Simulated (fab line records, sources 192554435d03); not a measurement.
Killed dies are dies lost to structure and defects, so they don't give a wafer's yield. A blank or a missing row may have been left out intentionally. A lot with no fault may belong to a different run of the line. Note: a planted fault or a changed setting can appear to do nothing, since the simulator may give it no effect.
Chamber matching :: flow n5 finfet :: rie diel-03 running N5_BEOL_M5_ETCH_75: 4 sister chambers
The step etches underlayer in N2/H2, target depth 6.5 nm, time 5.2 s. 4 wafers are shown with their chamber, then 8 later ones without.

== WAFERS, EACH WITH ITS CHAMBER ==
wafer: L081.2
chamber: 0
showerhead plenum p Torr (Torr): 2.66

wafer: L084.4
chamber: 3
showerhead plenum p Torr (Torr): 2.62

wafer: L090.6
chamber: 2
showerhead plenum p Torr (Torr): 2.42

wafer: L091.1
chamber: 1
showerhead plenum p Torr (Torr): 2.51

== WAFERS MISSING THEIR CHAMBER ==
wafer: L091.2
showerhead plenum p Torr (Torr): 2.65

wafer: L091.6
showerhead plenum p Torr (Torr): 2.62

wafer: L096.2
showerhead plenum p Torr (Torr): 2.65

wafer: L096.4
showerhead plenum p Torr (Torr): 2.51

wafer: L096.5
showerhead plenum p Torr (Torr): 2.61

wafer: L097.1
showerhead plenum p Torr (Torr): 2.61

wafer: L097.3
showerhead plenum p Torr (Torr): 2.65

wafer: L097.5
showerhead plenum p Torr (Torr): 2.51

== CHAMBER TAKEN BY EACH ==
wafer: L091.2
from the rows above: 0
in truth: 0

wafer: L091.6
from the rows above: 3
in truth: 3

wafer: L096.2
from the rows above: 0
in truth: 0

wafer: L096.4
from the rows above: 1
in truth: 1

wafer: L096.5
from the rows above: 3
in truth: 3

wafer: L097.1
from the rows above: 3
in truth: 3

wafer: L097.3
from the rows above: 0
in truth: 0

wafer: L097.5
from the rows above: 1
in truth: 1
Correct placement for 8 of the 8. Can't be placed from these rows: 0. 0 placed wrongly.
How it was worked out, from the rows above alone: a wafer's distance from a chamber is the root of the sum, over the readings, of the square of ((its reading less the chamber's mean) divided by the reading's scatter). The wafer belongs to the nearest chamber; if the next one is less than 2 further off, it can't be placed. A chamber's mean is the mean of its shown wafers. The scatter: root of mean squared gap, hidden wafer to nearest shown wafer, with one shown wafer a chamber.
